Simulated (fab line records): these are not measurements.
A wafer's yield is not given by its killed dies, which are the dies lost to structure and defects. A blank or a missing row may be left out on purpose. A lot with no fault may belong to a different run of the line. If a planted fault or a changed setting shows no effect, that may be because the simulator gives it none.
fab line records	flow nand_harc
record: lots: 24	wafers: 72	last_day: 25
route steps=1159 shown P_M0@275 P_M1@307 P_BONDPAD@365 A_START@389
lots with no fault: from the same line, run without faults
start_h: hours from the record's opening day to when the first of the lot's shown wafers began	wait_h: how many hours have passed since the lot's step before this one	" identical to the entry in the row above	L1.1+2: a row that stands for several wafers	- value missing, or start not given	* or withheld: withheld	< > ~ a bound
route shown NAME@n: names a module that has steps shown in the file, with the first one's number in the route	usual: mean/standard deviation of fault-free wafers	same: alike in all rows	chamber/n: place in a boat	sites: per-site readings	_std_site: the values' standard deviation	_edge_site: inner sites' mean taken away from outer sites' mean	radius_mm: how far each site lies from the wafer's centre	mask NAME#n: copy n	behind: the tool/chamber that last shaped the wafer	hold: why the lot was held/for how many hours/how that ended	device: the n, p or np transistor that did not switch	end of line: tests of these same wafers at the route's end	where a step has no rows: the recipe by itself	killed: at the first sort, the dies lost to defects and structure; wafer yield is something else	map: per-die view of a wafer (x killed, . not killed, _ where there is no die)
set.NAME: the run value of the setting; set.NAME@STEP: its run value at that earlier step	model.NAME: the simulator's own value behind a step, which no gauge read
a sample of lots followed through the steps of the route, with each step as a table and each wafer as a row
services: a tool's chamber out of use, with start hour (start_h, from the record's first day; less than 0 if before it), hours out, and reason
== steps ==
step: NHARC_P_M0_PVD_21
recipe: target_thk_a: 300	chamber_pressure_pa: 5	power_w: 5000	substrate_temp_c: 30	time_s: 20.49	material: Cu
usual: chamber_pressure_pa: 5.000/0.011	throttle_valve_pct: 30.2/1.1
lot.wafer	tool	chamber	start_h	wait_h	chamber_pressure_pa	throttle_valve_pct
L074.3	pvd_sputter-03	-	-	-	5.017	28.7
L074.1	"	-	"	"	5.024	29.7
L074.4	"	-	"	"	5.013	30.4
L076.2	pvd_sputter-01	-	-	-	4.995	31.4
L076.1	"	-	"	"	4.999	31.0
L076.5	"	-	"	"	5.005	28.8
L075.2	pvd_sputter-01	-	-	-	5.014	29.9
L075.5	"	-	"	"	4.985	31.4
L075.6	"	-	"	"	5.007	29.9
L077.1	pvd_sputter-01	-	-	-	5.008	29.1
L077.5	"	-	"	"	4.991	31.5
L077.6	"	-	"	"	4.997	30.3
L078.1	pvd_sputter-01	-	-	-	4.998	29.0
L078.4	"	-	"	"	5.010	31.4
L078.5	"	-	"	"	5.001	31.5
L079.3	pvd_sputter-01	-	-	-	5.006	31.7
L079.1	"	-	"	"	5.009	29.8
L079.5	"	-	"	"	5.005	31.7
L081.2	pvd_sputter-02	-	-	-	5.010	31.2
L081.1	"	-	"	"	5.005	30.6
L081.4	"	-	"	"	4.977	30.5
L080.4	pvd_sputter-03	-	-	-	5.000	30.0
L080.6	"	-	"	"	4.992	28.6
L080.5	"	-	"	"	4.999	29.9
L083.4	pvd_sputter-03	-	-	-	4.993	30.4
L083.1	"	-	"	"	4.990	28.7
L083.5	"	-	"	"	4.992	31.9
L082.2	pvd_sputter-02	-	-	-	4.994	28.8
L082.5	"	-	"	"	4.999	30.3
L082.6	"	-	"	"	5.008	29.0
L085.3	pvd_sputter-03	-	-	-	5.017	28.7
L085.2	"	-	"	"	5.001	32.1
L085.6	"	-	"	"	5.013	29.0
L084.3	pvd_sputter-03	-	-	-	4.987	32.2
L084.1	"	-	"	"	4.997	30.1
L084.6	"	-	"	"	4.991	30.4
L086.3	pvd_sputter-03	-	-	-	5.006	32.1
L086.4	"	-	"	"	4.994	30.5
L086.2	"	-	"	"	4.991	29.8
L087.2	pvd_sputter-02	-	-	-	5.006	31.5
L087.4	"	-	"	"	4.991	30.3
L087.5	"	-	"	"	4.983	30.6
L088.3	pvd_sputter-03	-	-	-	5.003	29.6
L088.6	"	-	"	"	4.999	30.5
L088.5	"	-	"	"	4.991	28.8
L089.1	pvd_sputter-01	-	-	-	5.000	30.2
L089.4	"	-	"	"	4.988	28.4
L089.6	"	-	"	"	5.013	29.6
L090.1	pvd_sputter-02	-	-	-	4.996	30.4
L090.3	"	-	"	"	4.998	29.1
L090.6	"	-	"	"	4.998	30.6
L091.4	pvd_sputter-01	-	-	-	4.996	29.7
L091.6	"	-	"	"	5.007	30.2
L091.5	"	-	"	"	5.008	28.3
L092.2	pvd_sputter-01	-	-	-	5.012	30.5
L092.6	"	-	"	"	4.998	29.9
L092.5	"	-	"	"	5.026	30.2
L093.3	pvd_sputter-01	-	-	-	5.008	28.4
L093.1	"	-	"	"	5.003	31.4
L093.5	"	-	"	"	5.007	28.4
L094.4	pvd_sputter-02	-	-	-	5.019	30.4
L094.3	"	-	"	"	5.008	30.9
L094.2	"	-	"	"	4.993	28.6
L095.2	pvd_sputter-01	-	-	-	5.012	28.2
L095.1	"	-	"	"	4.996	31.3
L095.6	"	-	"	"	5.008	30.3
L096.4	pvd_sputter-01	-	-	-	5.002	28.4
L096.5	"	-	"	"	4.996	30.2
L096.6	"	-	"	"	4.976	28.3
L097.2	pvd_sputter-01	-	-	-	5.000	30.2
L097.5	"	-	"	"	5.003	29.6
L097.6	"	-	"	"	4.988	30.1
step: NHARC_P_M0_THK_MEAS_24
recipe: thk_meas_gauge: xrf
usual: thk_nm: 117.0/1.6
lot.wafer	tool	chamber	start_h	wait_h	thk_nm
L074.1	film_metro-01	-	128.17	-	114.5
L074.3	"	-	"	"	117.7
L074.4	"	-	"	"	118.0
L076.1	film_metro-02	-	132.02	-	116.8
L076.2	"	-	"	"	113.6
L076.5	"	-	"	"	118.9
L075.2	film_metro-02	-	132.34	-	116.1
L075.5	"	-	"	"	115.6
L075.6	"	-	"	"	116.9
L077.1	film_metro-02	-	137.19	-	118.8
L077.5	"	-	"	"	116.2
L077.6	"	-	"	"	117.4
L078.1	film_metro-02	-	146.13	-	119.5
L078.4	"	-	"	"	117.6
L078.5	"	-	"	"	115.5
L079.1	film_metro-02	-	146.75	-	119.5
L079.3	"	-	"	"	120.0
L079.5	"	-	"	"	118.8
L081.1	film_metro-02	-	152.95	-	115.7
L081.2	"	-	"	"	117.2
L081.4	"	-	"	"	115.3
L080.4	film_metro-01	-	153.19	-	117.6
L080.5	"	-	"	"	116.8
L080.6	"	-	"	"	116.2
L083.1	film_metro-01	-	174.73	-	115.6
L083.4	"	-	"	"	115.4
L083.5	"	-	"	"	116.0
L082.2	film_metro-02	-	175.28	-	116.9
L082.5	"	-	"	"	117.6
L082.6	"	-	"	"	116.6
L085.2	film_metro-01	-	177.34	-	119.7
L085.3	"	-	"	"	115.5
L085.6	"	-	"	"	117.2
L084.1	film_metro-02	-	178.58	-	117.4
L084.3	"	-	"	"	118.3
L084.6	"	-	"	"	116.2
L086.2	film_metro-02	-	195.07	-	117.1
L086.3	"	-	"	"	115.9
L086.4	"	-	"	"	118.1
L087.2	film_metro-01	-	195.60	-	117.0
L087.4	"	-	"	"	117.1
L087.5	"	-	"	"	116.8
L088.3	film_metro-02	-	203.82	-	117.0
L088.5	"	-	"	"	119.5
L088.6	"	-	"	"	117.0
L089.1	film_metro-02	-	213.42	-	117.3
L089.4	"	-	"	"	117.3
L089.6	"	-	"	"	116.5
L090.1	film_metro-02	-	214.09	-	112.2
L090.3	"	-	"	"	117.1
L090.6	"	-	"	"	115.5
L091.4	film_metro-01	-	226.46	-	118.4
L091.5	"	-	"	"	117.4
L091.6	"	-	"	"	119.8
L092.2	film_metro-02	-	234.07	-	117.9
L092.5	"	-	"	"	118.1
L092.6	"	-	"	"	116.8
L093.1	film_metro-02	-	234.42	-	116.8
L093.3	"	-	"	"	114.8
L093.5	"	-	"	"	117.8
L094.2	film_metro-01	-	237.57	-	117.0
L094.3	"	-	"	"	118.2
L094.4	"	-	"	"	115.6
L095.1	film_metro-01	-	243.32	-	117.2
L095.2	"	-	"	"	112.7
L095.6	"	-	"	"	115.5
L096.4	film_metro-02	-	249.11	-	118.6
L096.5	"	-	"	"	115.6
L096.6	"	-	"	"	115.2
L097.2	film_metro-01	-	266.85	-	117.4
L097.5	"	-	"	"	118.8
L097.6	"	-	"	"	118.1
step: NHARC_P_M1_PVD_20
recipe: target_thk_a: 50	bias_v: 168.6	power_w: 15000	chamber_pressure_pa: 0.12	time_s: 8.06	substrate_temp_c: 50	material: TaN
usual: chamber_pressure_pa: 0.11998/0.00023	throttle_valve_pct: 30.2/1
lot.wafer	tool	chamber	start_h	wait_h	chamber_pressure_pa	throttle_valve_pct
L074.4	pvd_sputter-02	-	-	-	0.11979	30.9
L074.3	"	-	"	"	0.12036	30.4
L074.1	"	-	"	"	0.11999	29.0
L076.1	pvd_sputter-01	-	-	-	0.11965	30.2
L076.2	"	-	"	"	0.11985	30.8
L076.5	"	-	"	"	0.1201	30.8
L075.2	pvd_sputter-02	-	-	-	0.11952	31.1
L075.5	"	-	"	"	0.11994	30.5
L075.6	"	-	"	"	0.11995	28.9
L077.1	pvd_sputter-01	-	-	-	0.11968	31.5
L077.5	"	-	"	"	0.12038	29.9
L077.6	"	-	"	"	0.11976	30.7
L078.4	pvd_sputter-01	-	-	-	0.1196	31.2
L078.1	"	-	"	"	0.12036	28.9
L078.5	"	-	"	"	0.11919	31.5
L079.1	pvd_sputter-03	-	-	-	0.11963	30.2
L079.3	"	-	"	"	0.11999	29.0
L079.5	"	-	"	"	0.11982	31.7
L081.1	pvd_sputter-01	-	-	-	0.11971	28.8
L081.4	"	-	"	"	0.11986	29.6
L081.2	"	-	"	"	0.11978	31.1
L080.4	pvd_sputter-03	-	-	-	0.11986	28.3
L080.6	"	-	"	"	0.11994	28.8
L080.5	"	-	"	"	0.12002	29.9
L083.4	pvd_sputter-03	-	-	-	0.12008	29.5
L083.1	"	-	"	"	0.11982	32.4
L083.5	"	-	"	"	0.12052	29.4
L082.2	pvd_sputter-01	-	-	-	0.12006	31.4
L082.5	"	-	"	"	0.11991	30.2
L082.6	"	-	"	"	0.12016	28.4
L085.2	pvd_sputter-02	-	-	-	0.11968	30.7
L085.3	"	-	"	"	0.12006	30.6
L085.6	"	-	"	"	0.11994	30.4
L084.1	pvd_sputter-01	-	-	-	0.12026	29.7
L084.3	"	-	"	"	0.11969	28.4
L084.6	"	-	"	"	0.12009	30.2
L086.3	pvd_sputter-03	-	-	-	0.12014	30.3
L086.2	"	-	"	"	0.11948	28.8
L086.4	"	-	"	"	0.11977	29.6
L087.4	pvd_sputter-03	-	-	-	0.11992	29.4
L087.2	"	-	"	"	0.11995	30.3
L087.5	"	-	"	"	0.12011	29.6
L088.3	pvd_sputter-02	-	-	-	0.11981	29.0
L088.6	"	-	"	"	0.11976	31.3
L088.5	"	-	"	"	0.12046	30.5
L089.4	pvd_sputter-03	-	-	-	0.12015	30.4
L089.1	"	-	"	"	0.12008	29.7
L089.6	"	-	"	"	0.1201	30.6
L090.1	pvd_sputter-01	-	-	-	0.11969	30.5
L090.3	"	-	"	"	0.12022	31.5
L090.6	"	-	"	"	0.12008	28.5
L091.4	pvd_sputter-02	-	-	-	0.11956	31.1
L091.6	"	-	"	"	0.12011	30.8
L091.5	"	-	"	"	0.11989	31.0
L092.2	pvd_sputter-02	-	-	-	0.12039	28.4
L092.6	"	-	"	"	0.12004	30.4
L092.5	"	-	"	"	0.12034	31.3
L093.3	pvd_sputter-01	-	-	-	0.12012	30.2
L093.1	"	-	"	"	0.11995	31.0
L093.5	"	-	"	"	0.12027	30.3
L094.3	pvd_sputter-01	-	-	-	0.12003	28.3
L094.4	"	-	"	"	0.1198	31.3
L094.2	"	-	"	"	0.12022	30.1
L095.2	pvd_sputter-01	-	-	-	0.1203	29.9
L095.1	"	-	"	"	0.12047	30.3
L095.6	"	-	"	"	0.12003	30.1
L096.4	pvd_sputter-02	-	-	-	0.11991	30.6
L096.6	"	-	"	"	0.11993	30.8
L096.5	"	-	"	"	0.12018	28.6
L097.2	pvd_sputter-02	-	-	-	0.11979	28.4
L097.5	"	-	"	"	0.11973	28.6
L097.6	"	-	"	"	0.12	30.5
step: NHARC_P_M1_INSPECT_27
usual: raw_defect_count: 318/110
lot.wafer	tool	chamber	start_h	wait_h	raw_defect_count
L074.1	defect_inspect-02	-	132.78	0.0	376
L074.3	"	-	"	"	236
L074.4	"	-	"	"	303
L076.1	defect_inspect-01	-	136.45	0.0	255
L076.2	"	-	"	"	281
L076.5	"	-	"	"	185
L075.2	defect_inspect-01	-	137.06	0.0	272
L075.5	"	-	"	"	383
L075.6	"	-	"	"	352
L077.1	defect_inspect-02	-	141.57	0.0	330
L077.5	"	-	"	"	249
L077.6	"	-	"	"	397
L078.1	defect_inspect-02	-	150.61	0.0	173
L078.4	"	-	"	"	229
L078.5	"	-	"	"	255
L079.1	defect_inspect-01	-	151.08	0.0	315
L079.3	"	-	"	"	339
L079.5	"	-	"	"	236
L081.1	defect_inspect-02	-	158.20	0.0	201
L081.2	"	-	"	"	198
L081.4	"	-	"	"	300
L080.4	defect_inspect-01	-	158.47	0.0	443
L080.5	"	-	"	"	223
L080.6	"	-	"	"	279
L083.1	defect_inspect-02	-	179.04	0.0	304
L083.4	"	-	"	"	325
L083.5	"	-	"	"	326
L082.2	defect_inspect-01	-	179.77	0.0	279
L082.5	"	-	"	"	277
L082.6	"	-	"	"	277
L085.2	defect_inspect-01	-	181.57	0.0	544
L085.3	"	-	"	"	371
L085.6	"	-	"	"	609
L084.1	defect_inspect-01	-	183.23	0.0	185
L084.3	"	-	"	"	297
L084.6	"	-	"	"	509
L086.2	defect_inspect-01	-	199.37	0.0	456
L086.3	"	-	"	"	241
L086.4	"	-	"	"	259
L087.2	defect_inspect-01	-	200.28	0.0	225
L087.4	"	-	"	"	224
L087.5	"	-	"	"	282
L088.3	defect_inspect-01	-	208.60	0.0	366
L088.5	"	-	"	"	266
L088.6	"	-	"	"	254
L089.1	defect_inspect-01	-	217.73	0.0	297
L089.4	"	-	"	"	201
L089.6	"	-	"	"	313
L090.1	defect_inspect-01	-	218.42	0.0	180
L090.3	"	-	"	"	284
L090.6	"	-	"	"	305
L091.4	defect_inspect-02	-	230.80	0.1	257
L091.5	"	-	"	"	323
L091.6	"	-	"	"	339
L092.2	defect_inspect-01	-	238.82	0.0	555
L092.5	"	-	"	"	546
L092.6	"	-	"	"	282
L093.1	defect_inspect-02	-	239.01	0.0	263
L093.3	"	-	"	"	173
L093.5	"	-	"	"	221
L094.2	defect_inspect-01	-	241.88	0.0	525
L094.3	"	-	"	"	279
L094.4	"	-	"	"	478
L095.1	defect_inspect-01	-	247.62	0.0	530
L095.2	"	-	"	"	318
L095.6	"	-	"	"	288
L096.4	defect_inspect-02	-	253.36	0.0	602
L096.5	"	-	"	"	486
L096.6	"	-	"	"	359
L097.2	defect_inspect-02	-	271.20	0.0	296
L097.5	"	-	"	"	163
L097.6	"	-	"	"	150
step: NHARC_P_BONDPAD_OVL_MEAS_38
usual: overlay_x_nm: -2/5.5	overlay_y_nm: -3/5.4
lot.wafer	tool	chamber	start_h	wait_h	overlay_x_nm	overlay_y_nm
L074.1	overlay-01	-	139.07	-	1	-12
L074.3	"	-	"	"	2	-12
L074.4	"	-	"	"	1	-12
L076.1	overlay-02	-	142.49	-	-10	-8
L076.2	"	-	"	"	-10	-9
L076.5	"	-	"	"	-10	-8
L075.2	overlay-02	-	143.06	-	-1	2
L075.5	"	-	"	"	-1	3
L075.6	"	-	"	"	0	2
L077.1	overlay-02	-	147.65	-	-3	-5
L077.5	"	-	"	"	-3	-6
L077.6	"	-	"	"	-3	-6
L078.1	overlay-02	-	156.64	-	7	-2
L078.4	"	-	"	"	6	-2
L078.5	"	-	"	"	6	-2
L079.1	overlay-02	-	157.47	-	-5	-7
L079.3	"	-	"	"	-5	-6
L079.5	"	-	"	"	-5	-7
L081.1	overlay-01	-	164.41	-	-2	-5
L081.2	"	-	"	"	-2	-5
L081.4	"	-	"	"	-2	-4
L080.4	overlay-02	-	164.58	-	0	-3
L080.5	"	-	"	"	0	-2
L080.6	"	-	"	"	0	-2
L083.1	overlay-02	-	185.36	-	-5	5
L083.4	"	-	"	"	-5	6
L083.5	"	-	"	"	-5	6
L082.2	overlay-02	-	185.89	-	-12	-2
L082.5	"	-	"	"	-12	-2
L082.6	"	-	"	"	-11	-2
L085.2	overlay-01	-	187.86	-	-11	3
L085.3	"	-	"	"	-11	4
L085.6	"	-	"	"	-11	3
L084.1	overlay-01	-	189.19	-	-7	5
L084.3	"	-	"	"	-8	5
L084.6	"	-	"	"	-7	5
L086.2	overlay-02	-	206.09	-	-8	-5
L086.3	"	-	"	"	-8	-5
L086.4	"	-	"	"	-9	-4
L087.2	overlay-02	-	206.74	-	-3	-5
L087.4	"	-	"	"	-4	-5
L087.5	"	-	"	"	-4	-5
L088.3	overlay-01	-	214.70	-	0	-2
L088.5	"	-	"	"	0	-2
L088.6	"	-	"	"	0	-2
L089.1	overlay-01	-	223.67	-	4	-15
L089.4	"	-	"	"	4	-13
L089.6	"	-	"	"	4	-14
L090.1	overlay-01	-	224.39	-	4	-6
L090.3	"	-	"	"	4	-6
L090.6	"	-	"	"	5	-6
L091.4	overlay-02	-	237.08	-	7	-3
L091.5	"	-	"	"	7	-3
L091.6	"	-	"	"	7	-2
L092.2	overlay-02	-	245.06	-	-2	-9
L092.5	"	-	"	"	-2	-9
L092.6	"	-	"	"	-2	-9
L093.1	overlay-01	-	245.45	-	7	-6
L093.3	"	-	"	"	7	-7
L093.5	"	-	"	"	7	-6
L094.2	overlay-02	-	247.89	-	-5	6
L094.3	"	-	"	"	-4	5
L094.4	"	-	"	"	-4	5
L095.1	overlay-01	-	253.67	-	-4	2
L095.2	"	-	"	"	-4	3
L095.6	"	-	"	"	-4	3
L096.4	overlay-02	-	259.83	-	4	-10
L096.5	"	-	"	"	3	-10
L096.6	"	-	"	"	4	-10
L097.2	overlay-02	-	277.27	-	-6	3
L097.5	"	-	"	"	-6	2
L097.6	"	-	"	"	-6	2
step: NHARC_A_START_INSPECT_01
usual: raw_defect_count: 3.4/1.9
lot.wafer	tool	chamber	start_h	wait_h	raw_defect_count
L074.1	defect_inspect-02	-	142.23	-	3
L074.3	"	-	"	"	3
L074.4	"	-	"	"	3
L076.1	defect_inspect-02	-	145.67	-	2
L076.2	"	-	"	"	5
L076.5	"	-	"	"	8
L075.2	defect_inspect-01	-	146.47	-	1
L075.5	"	-	"	"	3
L075.6	"	-	"	"	1
L077.1	defect_inspect-02	-	150.81	-	7
L077.5	"	-	"	"	7
L077.6	"	-	"	"	7
L078.1	defect_inspect-01	-	159.79	-	9
L078.4	"	-	"	"	5
L078.5	"	-	"	"	2
L079.1	defect_inspect-01	-	160.63	-	1
L079.3	"	-	"	"	1
L079.5	"	-	"	"	2
L081.1	defect_inspect-02	-	167.54	-	1
L081.2	"	-	"	"	4
L081.4	"	-	"	"	7
L080.4	defect_inspect-01	-	167.80	-	5
L080.5	"	-	"	"	6
L080.6	"	-	"	"	1
L083.1	defect_inspect-01	-	188.62	-	5
L083.4	"	-	"	"	4
L083.5	"	-	"	"	5
L082.2	defect_inspect-02	-	189.10	-	2
L082.5	"	-	"	"	3
L082.6	"	-	"	"	2
L085.2	defect_inspect-01	-	191.03	-	3
L085.3	"	-	"	"	3
L085.6	"	-	"	"	4
L084.1	defect_inspect-02	-	192.49	-	5
L084.3	"	-	"	"	2
L084.6	"	-	"	"	2
L086.2	defect_inspect-02	-	209.47	-	4
L086.3	"	-	"	"	1
L086.4	"	-	"	"	1
L087.2	defect_inspect-02	-	209.91	-	2
L087.4	"	-	"	"	6
L087.5	"	-	"	"	4
L088.3	defect_inspect-02	-	217.86	-	1
L088.5	"	-	"	"	4
L088.6	"	-	"	"	4
L089.1	defect_inspect-01	-	226.87	-	4
L089.4	"	-	"	"	2
L089.6	"	-	"	"	5
L090.1	defect_inspect-02	-	227.52	-	5
L090.3	"	-	"	"	5
L090.6	"	-	"	"	4
L091.4	defect_inspect-02	-	240.29	-	3
L091.5	"	-	"	"	3
L091.6	"	-	"	"	5
L092.2	defect_inspect-02	-	248.47	-	2
L092.5	"	-	"	"	4
L092.6	"	-	"	"	2
L093.1	defect_inspect-01	-	248.80	-	7
L093.3	"	-	"	"	3
L093.5	"	-	"	"	4
L094.2	defect_inspect-01	-	251.20	-	3
L094.3	"	-	"	"	2
L094.4	"	-	"	"	4
L095.1	defect_inspect-02	-	256.90	-	1
L095.2	"	-	"	"	3
L095.6	"	-	"	"	3
L096.4	defect_inspect-02	-	263.15	-	2
L096.5	"	-	"	"	1
L096.6	"	-	"	"	6
L097.2	defect_inspect-02	-	280.43	-	1
L097.5	"	-	"	"	3
L097.6	"	-	"	"	5
== services ==
tool	chamber	start_h	hours	kind
pvd_sputter-03	-	130.64	9.9	repair
pvd_sputter-01	-	158.00	10.0	pm
pvd_sputter-03	-	169.42	2.5	repair
pvd_sputter-02	-	181.17	4.7	repair
pvd_sputter-02	-	214.00	10.0	pm
pvd_sputter-01	-	252.47	1.9	repair
== key ==
fault none
